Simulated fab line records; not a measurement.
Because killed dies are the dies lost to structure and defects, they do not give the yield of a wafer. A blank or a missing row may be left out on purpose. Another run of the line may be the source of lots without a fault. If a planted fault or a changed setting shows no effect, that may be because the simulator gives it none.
Chamber matching / flow n5 finfet / N5_DUMMY_GATE_ETCH_23 on rie si-01 has 4 sister chambers
The step etches poly-Si in HBr/Cl2/O2, target depth 41 nm, time 22.3 s. 24 wafers are shown with their chamber, then 12 later ones without.

## EACH WAFER AND ITS CHAMBER
wafer=L076.1; chamber=0; throttle valve pct (%)=37.25; drypump motor current A (A)=5.60; oes product au (a.u.)=1.024
wafer=L076.4; chamber=2; throttle valve pct (%)=37.56; drypump motor current A (A)=5.43; oes product au (a.u.)=0.999
wafer=L076.6; chamber=3; throttle valve pct (%)=37.10; drypump motor current A (A)=6.22; oes product au (a.u.)=1.001
wafer=L077.1; chamber=2; throttle valve pct (%)=37.56; drypump motor current A (A)=5.42; oes product au (a.u.)=0.999
wafer=L077.3; chamber=1; throttle valve pct (%)=37.28; drypump motor current A (A)=5.64; oes product au (a.u.)=1.007
wafer=L077.4; chamber=3; throttle valve pct (%)=37.09; drypump motor current A (A)=6.22; oes product au (a.u.)=1.003
wafer=L079.1; chamber=1; throttle valve pct (%)=37.29; drypump motor current A (A)=5.65; oes product au (a.u.)=1.006
wafer=L079.5; chamber=0; throttle valve pct (%)=37.25; drypump motor current A (A)=5.56; oes product au (a.u.)=1.021
wafer=L079.6; chamber=3; throttle valve pct (%)=37.08; drypump motor current A (A)=6.20; oes product au (a.u.)=0.999
wafer=L080.1; chamber=2; throttle valve pct (%)=37.56; drypump motor current A (A)=5.42; oes product au (a.u.)=0.998
wafer=L080.3; chamber=1; throttle valve pct (%)=37.29; drypump motor current A (A)=5.66; oes product au (a.u.)=1.016
wafer=L080.4; chamber=3; throttle valve pct (%)=37.09; drypump motor current A (A)=6.20; oes product au (a.u.)=1.007
wafer=L084.3; chamber=3; throttle valve pct (%)=37.09; drypump motor current A (A)=6.23; oes product au (a.u.)=1.009
wafer=L084.5; chamber=0; throttle valve pct (%)=37.26; drypump motor current A (A)=5.62; oes product au (a.u.)=1.032
wafer=L084.6; chamber=1; throttle valve pct (%)=37.30; drypump motor current A (A)=5.67; oes product au (a.u.)=1.013
wafer=L085.2; chamber=2; throttle valve pct (%)=37.58; drypump motor current A (A)=5.45; oes product au (a.u.)=1.000
wafer=L085.3; chamber=0; throttle valve pct (%)=37.25; drypump motor current A (A)=5.58; oes product au (a.u.)=1.036
wafer=L085.6; chamber=3; throttle valve pct (%)=37.09; drypump motor current A (A)=6.20; oes product au (a.u.)=1.016
wafer=L086.4; chamber=2; throttle valve pct (%)=37.58; drypump motor current A (A)=5.41; oes product au (a.u.)=0.996
wafer=L086.5; chamber=2; throttle valve pct (%)=37.57; drypump motor current A (A)=5.41; oes product au (a.u.)=1.009
wafer=L086.6; chamber=1; throttle valve pct (%)=37.30; drypump motor current A (A)=5.63; oes product au (a.u.)=1.015
wafer=L088.1; chamber=0; throttle valve pct (%)=37.25; drypump motor current A (A)=5.57; oes product au (a.u.)=1.025
wafer=L088.2; chamber=3; throttle valve pct (%)=37.09; drypump motor current A (A)=6.22; oes product au (a.u.)=1.006
wafer=L088.4; chamber=1; throttle valve pct (%)=37.28; drypump motor current A (A)=5.62; oes product au (a.u.)=1.011

SIGNATURES (means of the wafers above)
reading=throttle valve pct; chamber 0=37.2520; chamber 1=37.2900; chamber 2=37.5683; chamber 3=37.0900; scatter within a chamber=0.00763
reading=drypump motor current A; chamber 0=5.5860; chamber 1=5.6450; chamber 2=5.4233; chamber 3=6.2129; scatter within a chamber=0.0175
reading=oes product au; chamber 0=1.02760; chamber 1=1.01133; chamber 2=1.00017; chamber 3=1.00586; scatter within a chamber=0.00517
Rule: a wafer lies at a distance from a chamber equal to the root of the sum of squares, over the readings, of (its reading less the chamber's mean, divided by the reading's scatter). The wafer belongs to the nearest chamber; if the next one is less than 2 further off, it can't be placed. The scatter: take each reading less its chamber's mean, square it, sum over the shown wafers, divide by the number of wafers less the number of chambers, and take the root.

## WAFERS WITHOUT THEIR CHAMBER
wafer=L092.4; throttle valve pct (%)=37.29; drypump motor current A (A)=5.64; oes product au (a.u.)=1.011
wafer=L092.5; throttle valve pct (%)=37.08; drypump motor current A (A)=6.19; oes product au (a.u.)=1.007
wafer=L092.6; throttle valve pct (%)=37.57; drypump motor current A (A)=5.41; oes product au (a.u.)=1.009
wafer=L093.1; throttle valve pct (%)=37.57; drypump motor current A (A)=5.43; oes product au (a.u.)=1.002
wafer=L093.2; throttle valve pct (%)=37.10; drypump motor current A (A)=6.21; oes product au (a.u.)=1.011
wafer=L093.4; throttle valve pct (%)=37.25; drypump motor current A (A)=5.58; oes product au (a.u.)=1.025
wafer=L095.2; throttle valve pct (%)=37.57; drypump motor current A (A)=5.42; oes product au (a.u.)=0.999
wafer=L095.4; throttle valve pct (%)=37.30; drypump motor current A (A)=5.63; oes product au (a.u.)=1.009
wafer=L095.6; throttle valve pct (%)=37.26; drypump motor current A (A)=5.61; oes product au (a.u.)=1.030
wafer=L097.1; throttle valve pct (%)=37.29; drypump motor current A (A)=5.63; oes product au (a.u.)=0.990
wafer=L097.2; throttle valve pct (%)=37.09; drypump motor current A (A)=6.21; oes product au (a.u.)=1.003
wafer=L097.5; throttle valve pct (%)=37.31; drypump motor current A (A)=5.65; oes product au (a.u.)=0.989

## EACH ONE'S CHAMBER
wafer=L092.4; from the rows above=1; in truth=1
wafer=L092.5; from the rows above=3; in truth=3
wafer=L092.6; from the rows above=2; in truth=2
wafer=L093.1; from the rows above=2; in truth=2
wafer=L093.2; from the rows above=3; in truth=3
wafer=L093.4; from the rows above=0; in truth=0
wafer=L095.2; from the rows above=2; in truth=2
wafer=L095.4; from the rows above=1; in truth=1
wafer=L095.6; from the rows above=0; in truth=0
wafer=L097.1; from the rows above=1; in truth=1
wafer=L097.2; from the rows above=3; in truth=3
wafer=L097.5; from the rows above=1; in truth=1
Correct placement for 12 of the 12. Left unplaced by these rows: 0. Number placed wrongly: 0.
